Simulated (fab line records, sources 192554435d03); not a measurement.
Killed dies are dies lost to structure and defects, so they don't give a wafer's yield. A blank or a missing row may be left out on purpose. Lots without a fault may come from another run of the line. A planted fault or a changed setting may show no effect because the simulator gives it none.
One fault seen from 2 desks | flow n5_finfet | each desk has only its own numbers; what lay behind them comes last
Where a reading is given only as a bound, like >300, the bound stands for it, and a mean or a difference that rests on one is marked > or <: the true number lies beyond.

THE METROLOGY DESK
What the gauges read, lot by lot, whatever tool the lot ran on: means of the sampled wafers that have a number. A lot is out of limits, marked OUT, if its mean lies more than 4 standard deviations from the usual mean; the brackets give that distance.
Columns: A = PASS_OPEN_OVL at N5_PASSIVATION_OVL_MEAS_66, usual 2 nm
lot  | first seen here | A
L958 | day 13 02:28    | 1
L959 | day 13 07:59    | 4
L965 | day 14 07:14    | 3
L964 | day 14 21:55    | 1
L963 | day 14 22:18    | -3
L968 | day 15 01:28    | -6
L976 | day 17 06:44    | 2
L975 | day 17 10:38    | -5
L977 | day 17 11:34    | 3
L980 | day 18 14:04    | 4
L981 | day 18 17:46    | 5
This desk's finding: nothing out of limits on any of the 11 lots.

THE DEFECT DESK
What the inspections along the route counted, lot by lot: means of the sampled wafers that have a number. A lot is out of limits, marked OUT, if its mean lies more than 4 standard deviations from the usual mean; the brackets give that distance.
Columns: A = raw_defect_count at N5_PASSIVATION_INSPECT_67, usual 2.0
lot  | first seen here | A
L958 | day 13 02:29    | 1.3
L959 | day 13 08:01    | 1.7
L965 | day 14 07:15    | >300 (+99 or more) OUT
L964 | day 14 21:57    | 2.3
L963 | day 14 22:19    | 0.7
L968 | day 15 01:29    | >300 (+99 or more) OUT
L976 | day 17 06:46    | 2.3
L975 | day 17 10:40    | 2.3
L977 | day 17 11:36    | 2.3
L980 | day 18 14:06    | 3.3
L981 | day 18 17:48    | 1.0
This desk's finding: out of limits on L965, L968; first on L965, day 14 07:15 (raw_defect_count at N5_PASSIVATION_INSPECT_67). In limits: L958, L959, L964, L963, L976, L975, L977, L980, L981.

PUT TOGETHER
The defect desk could have raised an alarm at day 14 07:15, on L965, L968.
The metrology desk saw nothing out of limits.
The metrology desk has L965, L968 on record, within its limits.
Of the lots named, all ran N5_PASSIVATION_PECVD_53 on pecvd-03.

WHAT THE SIMULATOR HAD PUT IN
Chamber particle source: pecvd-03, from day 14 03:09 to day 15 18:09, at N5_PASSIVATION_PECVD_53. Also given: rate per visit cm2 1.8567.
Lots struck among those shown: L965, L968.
Hours from the fault's start to each desk's first reading out of limits: the defect desk, 4.
